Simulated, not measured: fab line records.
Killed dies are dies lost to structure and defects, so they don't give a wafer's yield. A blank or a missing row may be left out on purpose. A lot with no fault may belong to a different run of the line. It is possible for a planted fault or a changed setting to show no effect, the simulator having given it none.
fab line records	flow n5Finfet
record: lots: 9	wafers: 24	lastDay: 17
route steps=1938 shown FIN_SAQP@146 STI_FIN_REVEAL@190 DUMMY_GATE@219 BEOL_M4@1111 PASSIVATION@1936
lots untouched by any fault: they come from a run of this same line in which no faults occurred
startH: start of the lot's first displayed wafer, in hours after the record's first day	waitH: hours from the lot's prior step to this one	" repeats the value in the row above	L1.1+2: a row that stands for several wafers	- no value, or no start was given	* or withheld: withheld	< > ~ a bound
route shown NAME@n: a module of which the file shows steps, and the number in the route of the first	usual: mean/standard deviation of fault-free wafers	same: alike in all rows	chamber/n: place in a boat	sites: per-site readings	_std_site: standard deviation of those values	_edge_site: inner sites' mean taken away from outer sites' mean	radiusMm: for every site, how far away it sits from the centre of the wafer	mask NAME#n: copy n	behind: the last tool/chamber to shape the wafer	hold: what put the lot on hold/how long, in hours/how the hold closed	device: the n, p or np transistor that did not switch	end of line: the route-end tests of the same wafers	step lacking rows: just its recipe	killed: count of dies lost to structure and defects at first sort (not the wafer's yield)	map: per-die view of a wafer (x killed, . not killed, _ where there is no die)
set.NAME: the setting that was run; set.NAME@STEP: the one run at that earlier step	model.NAME: the simulator's own value behind a step, which no gauge read
a sample of lots followed through the steps of the route, with each step as a table and each wafer as a row
services: from which hour (startH, from the record's first day; less than 0 if before it) a tool's chamber was out of use, for how many hours, and why
== steps ==
step: N5_FIN_SAQP_ETCH_64
recipe: chemistry: CF4	target: SiO2	targetDepthA: 15	ionEnergyEv: 350	pressureMtorr: 10	icpW: 800	biasW: 400	cf4FlowSccm: 80
usual: drypumpMotorCurrentA: 5.7/0.4	oesProductAu: 0.987/0.02	throttleValvePct: 21.60/0.17
lot.wafer	tool	chamber	startH	waitH	drypumpMotorCurrentA	oesProductAu	rfHoursCounterH	throttleValvePct
L349.1	rieSi-05	2	26.40	0.0	5.9	0.999	204	21.65
L349.3	"	3	"	"	6.2	1.000	138	21.40
L349.6	"	0	"	"	5.1	0.998	-	21.53
L351.1	rieSi-05	2	38.76	0.0	5.9	1.003	205	21.64
L351.4	"	1	"	"	5.4	0.997	187	21.59
L351.6	"	2	"	"	5.9	1.006	-	21.65
L352.2	rieSi-04	0	44.28	0.0	5.6	1.000	78	21.77
L352.3	"	3	"	"	6.0	0.986	14	21.67
L352.5	"	0	"	"	5.6	0.998	-	21.77
L353.1	rieSi-04	2	50.29	0.0	5.5	0.951	88	21.76
L353.2	"	3	"	"	6.0	0.990	15	21.68
L353.5	"	2	"	"	5.5	0.945	-	21.77
L361.1	rieSi-05	2	100.49	0.0	5.9	1.005	1	21.37
L361.2	"	0	"	"	5.1	0.992	26	21.53
L361.4	"	1	"	"	5.4	0.975	188	21.57
L365.1	rieSi-04	3	122.55	0.0	6.0	0.998	16	21.68
L365.4	"	1	"	"	6.1	0.980	44	21.52
L367.1	rieSi-04	3	135.02	0.0	6.0	0.987	16	21.68
L367.2	"	1	"	"	6.1	0.982	44	21.52
L367.4	"	2	"	"	5.5	0.938	89	21.77
L368.2	rieSi-03	1	140.57	0.0	5.3	0.980	175	21.82
L368.6	"	3	"	"	5.2	0.992	-	21.56
L371.1	rieSi-05	1	158.54	0.0	5.4	0.998	189	21.57
L371.2	"	0	"	"	5.1	0.987	27	21.52
step: N5_STI_FIN_REVEAL_ETCHBACK_08
recipe: chemistry: C4F6/O2	target: SiO2	targetDepthA: 305	timeS: 10.167	ionEnergyEv: 250	pressureMtorr: 30	sourceW: 345	biasW: 185	Ar_flow_sccm: 300	C4F6_flow_sccm: 10	O2_flow_sccm: 10
usual: O2_flow_sccm: 9.998/0.028	drypumpMotorCurrentA: 5.7/0.39	oesProductAu: 0.77/0.08	rfVppV: 668/14	showerheadPlenumPTorr: 2.83/0.075	throttleValvePct: 21.18/0.2
lot.wafer	tool	chamber	startH	waitH	O2_flow_sccm	drypumpMotorCurrentA	oesProductAu	rfHoursCounterH	rfVppV	showerheadPlenumPTorr	throttleValvePct
L349.1	rieDiel-05	1	33.92	0.2	9.985	5.2	0.76	144	664	2.85	21.15
L349.3	"	0	"	"	9.993	5.7	0.76	142	644	2.84	21.14
L349.6	"	3	"	"	9.971	5.2	0.71	-	677	2.82	21.49
L351.1	rieDiel-05	3	46.05	0.2	10.001	5.2	0.71	216	678	2.82	21.51
L351.4	"	0	"	"	10.018	5.7	0.76	-	643	2.84	21.16
L351.6	"	2	"	"	9.989	5.7	0.79	-	688	2.99	20.86
L352.2	rieDiel-03	0	52.30	0.2	10.002	6.1	0.87	54	664	2.79	21.18
L352.3	"	2	"	"	10.002	6.2	0.79	120	663	2.75	21.13
L352.5	"	2	"	"	10.020	6.2	0.79	-	663	2.75	21.13
L353.1	rieDiel-03	1	58.77	0.2	10.025	5.3	0.67	228	689	2.92	21.44
L353.2	"	2	"	"	10.014	6.2	0.78	123	664	2.75	21.12
L353.5	"	1	"	"	9.975	5.3	0.67	-	688	2.92	21.45
L361.1	rieDiel-03	3	108.38	0.2	9.987	5.6	0.95	12	673	2.80	21.06
L361.2	"	0	"	"	9.999	6.1	0.85	74	664	2.78	21.21
L361.4	"	2	"	"	10.019	6.2	0.76	140	663	2.74	21.15
L365.1	rieDiel-03	2	130.08	0.2	10.008	6.2	0.64	149	664	2.74	21.06
L365.4	"	2	"	"	9.981	6.2	0.76	-	662	2.74	21.16
L367.1	rieDiel-05	0	142.76	0.2	10.048	5.7	0.72	181	644	2.83	21.19
L367.2	"	1	"	"	10.031	5.2	0.73	173	665	2.84	21.17
L367.4	"	3	"	"	9.970	5.2	0.99	1	676	2.80	21.26
L368.2	rieDiel-03	0	148.07	0.2	10.012	6.1	0.82	92	663	2.77	21.24
L368.6	"	3	"	"	9.997	5.6	0.76	-	671	2.79	20.97
L371.1	rieDiel-03	2	165.94	0.2	10.028	6.2	0.63	165	662	2.73	21.08
L371.2	"	0	"	"	10.014	6.1	0.82	98	662	2.77	21.25
step: N5_STI_FIN_REVEAL_FIN_H_MEAS_10
usual: trenchDepthNm: 52.1/0.79
lot.wafer	tool	chamber	startH	waitH	trenchDepthNm
L349.1	ocd-01	-	36.88	0.0	51.6
L349.3	"	-	"	"	51.5
L349.6	"	-	"	"	53.0
L351.1	ocd-01	-	49.01	0.0	52.4
L351.4	"	-	"	"	51.8
L351.6	"	-	"	"	52.0
L352.2	ocd-02	-	55.25	0.0	51.9
L352.3	"	-	"	"	52.1
L352.5	"	-	"	"	52.1
L353.1	ocd-02	-	61.72	0.0	51.6
L353.2	"	-	"	"	52.1
L353.5	"	-	"	"	50.8
L361.1	ocd-01	-	111.32	0.0	53.6
L361.2	"	-	"	"	52.9
L361.4	"	-	"	"	52.9
L365.1	ocd-02	-	133.03	0.0	44.5
L365.4	"	-	"	"	52.4
L367.1	ocd-01	-	148.37	0.0	52.3
L367.2	"	-	"	"	51.8
L367.4	"	-	"	"	53.3
L368.2	ocd-02	-	151.02	0.0	51.7
L368.6	"	-	"	"	45.0
L371.1	ocd-01	-	168.91	0.0	45.0
L371.2	"	-	"	"	52.7
step: N5_DUMMY_GATE_THK_MEAS_05
usual: thkNm: 72.0/1.2
lot.wafer	tool	chamber	startH	waitH	thkNm
L349.1	filmMetro-02	-	41.16	0.2	74.0
L349.3	"	-	"	"	73.3
L349.6	"	-	"	"	72.9
L351.1	filmMetro-01	-	53.28	0.2	72.5
L351.4	"	-	"	"	73.6
L351.6	"	-	"	"	72.5
L352.2	filmMetro-02	-	61.19	0.2	72.2
L352.3	"	-	"	"	71.7
L352.5	"	-	"	"	71.5
L353.1	filmMetro-01	-	66.00	0.2	70.8
L353.2	"	-	"	"	71.2
L353.5	"	-	"	"	71.5
L361.1	filmMetro-01	-	116.05	0.1	70.7
L361.2	"	-	"	"	70.6
L361.4	"	-	"	"	70.3
L365.1	filmMetro-01	-	137.31	0.1	71.4
L365.4	"	-	"	"	70.8
L367.1	filmMetro-02	-	152.97	0.1	72.1
L367.2	"	-	"	"	72.1
L367.4	"	-	"	"	70.5
L368.2	filmMetro-01	-	155.48	0.2	70.8
L368.6	"	-	"	"	72.1
L371.1	filmMetro-01	-	175.26	0.1	73.1
L371.2	"	-	"	"	72.6
step: N5_DUMMY_GATE_CD_MEAS_15
recipe: targetCdNm: 25.8	landingEnergyEv: 500	detector: seInlens
usual: cdNm: 25.06/0.21
lot.wafer	tool	chamber	startH	waitH	cdNm
L349.1	cdSem-01	0	45.57	-	24.72
L349.3	"	0	"	"	25.09
L349.6	"	0	"	"	24.88
L351.1	cdSem-02	0	57.58	-	25.17
L351.4	"	0	"	"	25.35
L351.6	"	0	"	"	25.39
L352.2	cdSem-02	0	65.63	-	24.94
L352.3	"	0	"	"	25.14
L352.5	"	0	"	"	24.95
L353.1	cdSem-02	0	72.39	-	25.41
L353.2	"	0	"	"	24.91
L353.5	"	0	"	"	24.95
L361.1	cdSem-02	0	120.39	-	25.18
L361.2	"	0	"	"	25.06
L361.4	"	0	"	"	25.12
L365.1	cdSem-03	0	141.60	-	24.69
L365.4	"	0	"	"	25.11
L367.1	cdSem-02	0	157.27	-	25.49
L367.2	"	0	"	"	24.89
L367.4	"	0	"	"	25.10
L368.2	cdSem-01	0	159.90	-	24.87
L368.6	"	0	"	"	25.18
L371.1	cdSem-03	0	179.68	-	25.25
L371.2	"	0	"	"	25.21
step: N5_BEOL_M4_RC_MEAS_101
usual: DIBL_N: 35.8/1.8	DIBL_P: 35.6/2	IOFF_N: 0.148/0.028	IOFF_N_85C: 2.9/0.46	IOFF_N_LIN: 0.070/0.01	IOFF_P: 0.20/0.034	IOFF_P_85C: 3.5/0.49	IOFF_P_LIN: 0.096/0.014	ION_N: 672/12	ION_P: 462/8.5	REXT_N: 75.5/1.9	REXT_P: 100.4/2.1	SS_N: 71.2/0.65	SS_P: 73.1/0.67	VT_N: 251/3.3	VT_P: -251/3.8
lot.wafer	tool	chamber	startH	waitH	DIBL_N[mV/V]	DIBL_P[mV/V]	IOFF_N[nA/um]	IOFF_N_85C[nA/um]	IOFF_N_LIN[nA/um]	IOFF_P[nA/um]	IOFF_P_85C[nA/um]	IOFF_P_LIN[nA/um]	ION_N[uA/um]	ION_P[uA/um]	REXT_N[ohm.um]	REXT_P[ohm.um]	SS_N[mV/dec]	SS_P[mV/dec]	VT_N[mV]	VT_P[mV]
L349.1	prober-02	0	159.17	0.0	34.6	35.2	0.150	2.9	0.069	0.16	2.9	0.076	674	449	73.2	99.5	71.1	72.6	252	-258
L349.3	"	0	"	"	32.9	34.3	0.119	2.4	0.057	0.15	2.8	0.073	660	454	72.1	97.4	70.7	72.5	253	-257
L349.6	"	0	"	"	34.0	36.4	0.145	2.8	0.067	0.17	3.1	0.081	677	459	72.7	97.4	71.5	73.4	251	-255
L351.1	prober-01	0	168.26	0.0	35.3	35.9	0.161	3.2	0.075	0.22	3.9	0.106	685	471	75.3	98.7	71.8	73.3	252	-248
L351.4	"	0	"	"	34.6	34.8	0.154	3.1	0.073	0.20	3.6	0.098	675	462	76.8	100.2	71.3	73.1	250	-248
L351.6	"	0	"	"	35.5	35.3	0.159	3.2	0.073	0.22	3.8	0.104	682	471	74.9	97.4	72.4	72.5	252	-248
L352.2	prober-01	0	192.61	0.2	36.3	34.1	0.138	2.7	0.064	0.20	3.5	0.101	662	464	77.4	102.3	71.5	73.2	253	-248
L352.3	"	0	"	"	36.9	34.5	0.141	2.8	0.067	0.21	3.6	0.104	675	469	77.1	103.1	70.9	73.8	253	-248
L352.5	"	0	"	"	38.3	36.7	0.175	3.3	0.080	0.24	4.0	0.115	677	468	78.0	102.5	71.1	73.7	247	-248
L353.1	prober-01	0	199.23	0.0	36.3	37.7	0.161	3.2	0.074	0.19	3.3	0.092	686	464	72.2	99.1	71.5	72.9	250	-256
L353.2	"	0	"	"	35.4	38.2	0.152	3.0	0.073	0.20	3.4	0.094	674	463	75.5	100.9	71.5	72.6	252	-254
L353.5	"	0	"	"	36.7	37.9	0.165	3.2	0.075	0.19	3.4	0.092	671	461	74.3	99.9	71.0	73.1	250	-256
L361.1	prober-01	0	242.14	0.0	35.6	36.3	0.158	3.1	0.077	0.21	3.5	0.096	679	466	74.9	102.4	71.1	73.5	248	-252
L361.2	"	0	"	"	34.6	35.0	0.145	2.8	0.070	0.18	3.2	0.089	681	462	74.2	102.1	71.2	72.8	251	-250
L361.4	"	0	"	"	34.9	35.4	0.152	2.9	0.072	0.20	3.5	0.096	679	460	73.8	99.8	71.2	73.0	250	-249
L365.1	prober-01	0	262.51	0.0	81.9	55.8	11.951	116.6	0.256	3.14	34.8	0.201	609	408	78.4	110.7	129.7	99.6	249	-250
L365.4	"	0	"	"	33.2	32.5	0.106	2.3	0.053	0.14	2.7	0.073	656	452	74.7	102.6	70.4	72.6	255	-257
L367.1	prober-01	0	267.31	0.0	38.5	39.8	0.191	3.7	0.086	0.25	4.2	0.111	679	463	75.1	99.7	72.1	73.7	248	-248
L367.2	"	0	"	"	35.8	34.5	0.137	2.8	0.064	0.17	3.0	0.083	663	454	73.7	101.1	71.6	73.0	252	-252
L367.4	"	0	"	"	35.6	36.1	0.146	2.9	0.071	0.18	3.2	0.086	683	466	73.7	102.3	71.5	73.1	251	-255
L368.2	prober-02	0	273.91	0.2	36.9	35.4	0.152	3.0	0.070	0.17	3.1	0.087	679	453	76.2	102.3	70.9	73.3	251	-255
L368.6	"	0	"	"	60.9	49.6	2.941	35.8	0.135	1.63	20.3	0.158	601	409	81.9	109.4	105.3	92.5	251	-250
L371.1	prober-02	0	306.87	0.0	59.1	48.0	2.656	32.8	0.131	1.51	19.1	0.160	595	407	81.4	104.7	103.2	90.0	250	-246
L371.2	"	0	"	"	38.4	37.4	0.197	3.7	0.088	0.24	4.1	0.113	691	478	73.3	97.4	71.6	72.5	246	-247
step: N5_PASSIVATION_PROBE_49
usual: defectLimitedYield: 91.3/1.5	killed_at_M0_to_M3: 34/11	killed_at_M4_up: 14/6.1	killedAtContacts: 12/5.9	killedAtFrontEnd: 39/11	killedAtOther: 4/3.3	killedDies: 102/18	killedOpen: 67/13	killedShort: 33/7.9	sort_bin_4_leakage: 0/0	sort_bin_5_function: 5.1/1	sort_bin_6_memory: 3.3/0.7	sortNPass: 1077/19	sortYieldPct: 91.3/1.6
same: grossDies: 1180	killedAtBackSide: 0	sort_bin_8_speed[%]: 0
lot.wafer	tool	chamber	startH	waitH	defectLimitedYield[%]	killed_at_M0_to_M3	killed_at_M4_up	killedAtContacts	killedAtFrontEnd	killedAtOther	killedDies	killedOpen	killedShort	sort_bin_4_leakage[%]	sort_bin_5_function[%]	sort_bin_6_memory[%]	sortNPass	sortYieldPct[%]
L349.1	prober-01	-	253.54	0.0	90.3	36	9	16	52	1	114	76	34	0	5.0	4.1	1066	90.3
L349.3	prober-01	-	253.64	0.1	87.4	49	15	17	64	4	149	95	50	0	7.6	4.8	1031	87.4
L349.6	prober-01	-	253.79	0.3	90.6	58	13	7	31	2	111	69	42	0	6.3	2.9	1069	90.6
L351.1	prober-01	-	261.02	0.0	90.0	27	10	17	60	4	118	77	41	0	5.7	4.0	1062	90.0
L351.4	prober-01	-	261.17	0.2	90.8	36	8	13	46	6	109	66	42	0	5.0	3.9	1071	90.8
L351.6	prober-01	-	261.27	0.3	92.5	19	18	6	42	4	89	54	28	0	4.2	2.6	1091	92.5
L352.2	prober-02	-	289.01	0.1	92.6	32	19	9	27	0	87	58	28	0	4.1	3.2	1093	92.6
L352.3	prober-02	-	289.06	0.1	90.4	41	8	8	56	0	113	70	41	0	5.7	3.5	1067	90.4
L352.5	prober-02	-	289.16	0.2	90.4	51	9	9	34	10	113	78	35	0	5.0	4.3	1067	90.4
L353.1	prober-01	-	307.74	0.0	88.0	27	21	24	63	7	142	93	47	0	6.6	5.1	1038	88.0
L353.2	prober-01	-	307.79	0.1	91.0	38	10	13	40	5	106	59	45	0	5.3	3.1	1074	91.0
L353.5	prober-01	-	307.94	0.2	92.2	30	18	13	28	3	92	59	29	0	5.1	2.7	1088	92.2
L361.1	prober-02	-	343.02	0.0	89.5	71	14	13	26	0	124	91	31	0	6.9	3.4	1056	89.5
L361.2	prober-02	-	343.07	0.1	90.0	43	18	22	35	0	118	80	37	0	5.2	4.7	1062	90.0
L361.4	prober-02	-	343.17	0.2	89.7	54	17	14	35	2	122	73	46	0	5.5	4.3	1058	89.7
L367.1	prober-02	-	373.43	0.0	92.4	33	14	8	32	3	90	57	32	0	4.4	3.1	1090	92.4
L367.2	prober-02	-	373.48	0.1	93.5	20	10	17	30	0	77	47	20	0	3.4	2.3	1103	93.5
L367.4	prober-02	-	373.58	0.2	92.4	35	11	5	37	2	90	59	29	0	4.4	3.1	1090	92.4
L365.1	prober-02	-	376.29	0.0	88.8	15	30	33	45	9	132	83	42	88.81	7.0	3.5	0	0
L365.4	prober-02	-	376.44	0.2	89.5	46	15	6	56	1	124	83	38	0	6.9	3.3	1056	89.5
L368.2	prober-01	-	382.66	0.1	90.1	47	13	13	33	11	117	74	43	0	5.9	3.6	1063	90.1
L368.6	prober-01	-	382.86	0.3	91.6	44	18	2	32	3	99	58	35	91.61	4.2	3.9	0	0
L371.1	prober-01	-	405.47	0.0	89.2	59	19	10	34	5	127	91	36	89.24	7.2	3.3	0	0
L371.2	prober-01	-	405.52	0.1	89.5	39	17	10	56	2	124	81	43	0	6.4	3.9	1056	89.5
killed by level:class
L349.1 STI_FIN_REVEAL:geometricParticle:open=18 MOL_CONTACT_COAG:geometricParticle:open=12 FIN_SAQP:geometricParticle:short=9 BEOL_M2:geometricParticle:open=9 BEOL_M3:geometricParticle:open=8 BEOL_M1:geometricParticle:open=6 GATE_CUT:geometricParticle:open=4 GATE_CUT:geometricParticle:short=4
L349.3 STI_FIN_REVEAL:geometricParticle:open=27 FIN_SAQP:geometricParticle:short=13 BEOL_M0_SAQP:geometricParticle:open=12 MOL_CONTACT_COAG:geometricParticle:open=10 BEOL_M1:geometricParticle:open=10 BEOL_M0_SAQP:geometricParticle:short=8 FIN_SAQP:geometricParticle:open=7 MOL_CONTACT_COAG:geometricParticle:short=7
L349.6 BEOL_M0_SAQP:geometricParticle:open=19 BEOL_M0_SAQP:geometricParticle:short=14 STI_FIN_REVEAL:geometricParticle:open=11 BEOL_M4:geometricParticle:open=10 BEOL_M1:geometricParticle:open=10 MOL_CONTACT_COAG:geometricParticle:open=5 BEOL_M1:geometricParticle:short=5 FIN_SAQP:geometricParticle:short=4
L351.1 FIN_SAQP:geometricParticle:open=14 FIN_SAQP:geometricParticle:short=13 STI_FIN_REVEAL:geometricParticle:open=12 MOL_CONTACT_COAG:geometricParticle:open=12 BEOL_M0_SAQP:geometricParticle:open=9 STARTING-WAFER:geometricParticle:short=7 BEOL_M0:geometricParticle:open=6 BEOL_M3:geometricParticle:open=6
L351.4 MOL_CONTACT_COAG:geometricParticle:open=11 FIN_SAQP:geometricParticle:short=10 FIN_SAQP:geometricParticle:open=9 GATE_CUT:geometricParticle:short=8 GATE_CUT:geometricParticle:open=6 BEOL_M0_SAQP:geometricParticle:short=6 BEOL_M0:geometricParticle:open=6 BEOL_M2:geometricParticle:open=6
L351.6 FIN_SAQP:geometricParticle:short=10 FIN_SAQP:geometricParticle:open=10 BEOL_M4:geometricParticle:open=6 HKMG_FIN:areaEtch=6 MOL_CONTACT_COAG:geometricParticle:open=5 BEOL_M2:geometricParticle:open=5 BEOL_M7:geometricParticle:open=4 DUMMY_GATE:geometricParticle:open=3
L352.2 BEOL_M0_SAQP:geometricParticle:short=8 BEOL_M4:geometricParticle:open=8 MOL_CONTACT_COAG:geometricParticle:open=7 BEOL_M0_SAQP:geometricParticle:open=7 BEOL_M2:geometricParticle:open=7 BEOL_M3:geometricParticle:open=7 FIN_SAQP:geometricParticle:open=6 STI_FIN_REVEAL:geometricParticle:open=5
L352.3 STI_FIN_REVEAL:geometricParticle:open=21 BEOL_M0_SAQP:geometricParticle:short=13 BEOL_M3:geometricParticle:open=11 BEOL_M0_SAQP:geometricParticle:open=9 FIN_SAQP:geometricParticle:open=8 STI_FIN_REVEAL:geometricParticle:short=7 MOL_CONTACT_COAG:geometricParticle:open=6 FIN_SAQP:geometricParticle:short=5
L352.5 BEOL_M3:geometricParticle:open=16 BEOL_M0_SAQP:geometricParticle:open=10 FIN_SAQP:geometricParticle:open=8 MOL_CONTACT_COAG:geometricParticle:open=8 BEOL_M0_SAQP:geometricParticle:short=8 STI_FIN_REVEAL:geometricParticle:open=7 BEOL_M0:geometricParticle:open=5 FIN_SAQP:geometricParticle:short=4
L353.1 MOL_CONTACT_COAG:geometricParticle:open=19 STI_FIN_REVEAL:geometricParticle:open=14 GATE_CUT:geometricParticle:open=10 FIN_SAQP:geometricParticle:open=9 GATE_CUT:geometricParticle:short=9 BEOL_M4:geometricParticle:short=9 BEOL_M4:geometricParticle:open=7 BEOL_M1:geometricParticle:open=7
L353.2 FIN_SAQP:geometricParticle:open=14 MOL_CONTACT_COAG:geometricParticle:open=12 BEOL_M3:geometricParticle:short=12 BEOL_M0_SAQP:geometricParticle:open=10 GATE_CUT:geometricParticle:short=8 FIN_SAQP:geometricParticle:short=7 BEOL_M0_SAQP:geometricParticle:short=6 BEOL_M3:geometricParticle:open=3
L353.5 MOL_CONTACT_COAG:geometricParticle:open=11 BEOL_M4:geometricParticle:open=11 BEOL_M0_SAQP:geometricParticle:open=9 BEOL_M3:geometricParticle:open=7 FIN_SAQP:geometricParticle:short=5 STARTING-WAFER:geometricParticle:short=5 FIN_SAQP:geometricParticle:open=4 STI_FIN_REVEAL:geometricParticle:open=4
L361.1 BEOL_M3:geometricParticle:open=22 MOL_CONTACT_COAG:geometricParticle:open=12 STI_FIN_REVEAL:geometricParticle:open=11 BEOL_M0_SAQP:geometricParticle:open=10 BEOL_M0_SAQP:geometricParticle:short=10 BEOL_M2:geometricParticle:short=9 BEOL_M2:geometricParticle:open=8 BEOL_M1:geometricParticle:open=7
L361.2 MOL_CONTACT_COAG:geometricParticle:open=19 STI_FIN_REVEAL:geometricParticle:open=11 BEOL_M0_SAQP:geometricParticle:short=10 BEOL_M0_SAQP:geometricParticle:open=7 BEOL_M1:geometricParticle:open=6 BEOL_M5:geometricParticle:open=6 FIN_SAQP:geometricParticle:open=5 BEOL_M1:geometricParticle:short=5
L361.4 BEOL_M0_SAQP:geometricParticle:short=14 MOL_CONTACT_COAG:geometricParticle:open=12 BEOL_M0_SAQP:geometricParticle:open=10 BEOL_M1:geometricParticle:open=8 BEOL_M3:geometricParticle:open=7 FIN_SAQP:geometricParticle:short=6 FIN_SAQP:geometricParticle:open=6 BEOL_M4:geometricParticle:open=6
L367.1 BEOL_M0_SAQP:geometricParticle:short=12 FIN_SAQP:geometricParticle:short=9 MOL_CONTACT_COAG:geometricParticle:open=8 BEOL_M3:geometricParticle:open=8 FIN_SAQP:geometricParticle:open=7 BEOL_M0_SAQP:geometricParticle:open=7 STI_FIN_REVEAL:geometricParticle:open=6 BEOL_M4:geometricParticle:open=4
L367.2 MOL_CONTACT_COAG:geometricParticle:open=11 FIN_SAQP:geometricParticle:open=7 BEOL_M4:geometricParticle:open=7 HKMG_FIN:areaEtch=6 MOL_CONTACT_COAG:geometricParticle:short=5 BEOL_M0_SAQP:geometricParticle:short=5 FIN_SAQP:geometricParticle:short=4 BEOL_M0_SAQP:geometricParticle:open=4
L367.4 FIN_SAQP:geometricParticle:open=17 BEOL_M0_SAQP:geometricParticle:open=9 FIN_SAQP:geometricParticle:short=8 BEOL_M3:geometricParticle:open=7 BEOL_M0:geometricParticle:open=6 BEOL_M4:geometricParticle:open=6 MOL_CONTACT_COAG:geometricParticle:open=5 BEOL_M0_SAQP:geometricParticle:short=5
L365.1 MOL_CONTACT_COAG:geometricParticle:open=23 MOL_CONTACT_COAG:geometricParticle:short=10 BEOL_M4:geometricParticle:open=10 FIN_SAQP:geometricParticle:short=9 STI_FIN_REVEAL:geometricParticle:open=9 DUMMY_GATE:geometricParticle:open=8 BEOL_M2:geometricParticle:open=7 FIN_SAQP:geometricParticle:open=6
L365.4 STI_FIN_REVEAL:geometricParticle:open=23 BEOL_M2:geometricParticle:open=11 STI_FIN_REVEAL:geometricParticle:short=9 BEOL_M3:geometricParticle:open=9 FIN_SAQP:geometricParticle:short=8 BEOL_M4:geometricParticle:open=8 FIN_SAQP:geometricParticle:open=6 BEOL_M0_SAQP:geometricParticle:open=6
L368.2 BEOL_M2:geometricParticle:open=13 MOL_CONTACT_COAG:geometricParticle:open=12 BEOL_M2:geometricParticle:short=12 BEOL_M3:geometricParticle:open=11 BEOL_M4:geometricParticle:open=9 PASS1_CAP:geometricParticle:short=7 BEOL_M0_SAQP:geometricParticle:short=6 FIN_SAQP:geometricParticle:open=5
L368.6 BEOL_M2:geometricParticle:open=12 BEOL_M0_SAQP:geometricParticle:short=8 FIN_SAQP:geometricParticle:short=7 STI_FIN_REVEAL:geometricParticle:open=7 BEOL_M0_SAQP:geometricParticle:open=6 BEOL_M3:geometricParticle:open=6 FIN_SAQP:geometricParticle:open=5 BEOL_M4:geometricParticle:short=5
L371.1 BEOL_M0_SAQP:geometricParticle:open=15 BEOL_M2:geometricParticle:open=11 BEOL_M4:geometricParticle:open=9 BEOL_M3:geometricParticle:open=9 MOL_CONTACT_COAG:geometricParticle:open=8 BEOL_M0_SAQP:geometricParticle:short=8 BEOL_M1:geometricParticle:open=6 DUMMY_GATE:geometricParticle:open=5
L371.2 BEOL_M0_SAQP:geometricParticle:open=12 BEOL_M4:geometricParticle:open=11 FIN_SAQP:geometricParticle:short=10 BEOL_M0_SAQP:geometricParticle:short=10 FIN_SAQP:geometricParticle:open=9 DUMMY_GATE:geometricParticle:open=9 MOL_CONTACT_COAG:geometricParticle:open=9 STI_FIN_REVEAL:geometricParticle:open=6
== services ==
tool	chamber	startH	hours	kind
rieDiel-05	2	35.44	5.7	repair
rieSi-05	2	43.58	-	clean
rieSi-05	2	43.58	22.6	scheduledDown
rieSi-05	2	43.58	22.6	ventCycle
rieDiel-05	1	45.20	32.4	repair
rieDiel-05	0	48.06	9.0	repair
rieDiel-03	3	60.97	-	clean
rieDiel-03	3	60.97	-	consumableReplace:focusRing
rieDiel-03	3	60.97	14.1	scheduledDown
rieDiel-03	3	60.97	14.1	ventCycle
rieDiel-03	1	121.14	-	clean
rieDiel-03	1	121.14	-	consumableReplace:focusRing
rieDiel-03	1	121.14	33.9	scheduledDown
rieDiel-03	1	121.14	33.9	ventCycle
rieDiel-05	3	128.67	-	clean
rieDiel-05	3	128.67	-	consumableReplace:focusRing
rieDiel-05	3	128.67	11.6	scheduledDown
rieDiel-05	3	128.67	11.6	ventCycle
rieSi-03	2	140.05	1.3	repair
== key ==
firstSign: step: N5_STI_FIN_REVEAL_FIN_H_MEAS_10	reading: trenchDepthNm	direction: down	sigmas: 9.2	usual: 52.1	struck: 44.8
effect: step: N5_BEOL_M4_RC_MEAS_101	reading: IOFF_N	direction: up	sigmas: 99+	usual: 0.148	struck: 5.849
effect: step: N5_BEOL_M4_RC_MEAS_101	reading: IOFF_N_85C	direction: up	sigmas: 99+	usual: 2.9	struck: 61.7
effect: step: N5_BEOL_M4_RC_MEAS_101	reading: SS_N	direction: up	sigmas: 64	usual: 71.2	struck: 112.7
effect: step: N5_BEOL_M4_RC_MEAS_101	reading: IOFF_P	direction: up	sigmas: 56	usual: 0.20	struck: 2.09
effect: step: N5_BEOL_M4_RC_MEAS_101	reading: IOFF_P_85C	direction: up	sigmas: 43	usual: 3.5	struck: 24.7
effect: step: N5_BEOL_M4_RC_MEAS_101	reading: SS_P	direction: up	sigmas: 31	usual: 73.1	struck: 94.0
effect: step: N5_BEOL_M4_RC_MEAS_101	reading: DIBL_N	direction: up	sigmas: 18	usual: 35.8	struck: 67.3
effect: step: N5_BEOL_M4_RC_MEAS_101	reading: IOFF_N_LIN	direction: up	sigmas: 10	usual: 0.070	struck: 0.174
effect: step: N5_BEOL_M4_RC_MEAS_101	reading: DIBL_P	direction: up	sigmas: 7.9	usual: 35.6	struck: 51.1
effect: step: N5_BEOL_M4_RC_MEAS_101	reading: ION_P	direction: down	sigmas: 6.3	usual: 462	struck: 408
effect: step: N5_BEOL_M4_RC_MEAS_101	reading: ION_N	direction: down	sigmas: 5.8	usual: 672	struck: 602
effect: step: N5_BEOL_M4_RC_MEAS_101	reading: IOFF_P_LIN	direction: up	sigmas: 5.6	usual: 0.096	struck: 0.173
effect: step: N5_PASSIVATION_PROBE_49	reading: sort_bin_4_leakage	direction: up	sigmas: 99+	usual: 0	struck: 89.89
metAt N5_STI_FIN_REVEAL_ETCHBACK_08
struckLots L365,L368,L371
struckWafers L365.1,L368.6,L371.1
notActingAt N5_FIN_SAQP_ETCH_64,N5_DUMMY_GATE_THK_MEAS_05,N5_DUMMY_GATE_CD_MEAS_15
onsetBetween 108.38 130.08
fault: kind: processParameterDrift	tool: rieDiel-03	chamber: -	onsetH: 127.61	steps: N5_STI_FIN_REVEAL_ETCHBACK_08	channel: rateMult	offset: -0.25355	shape: step	endH: 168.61	scope: struckWafersOnly
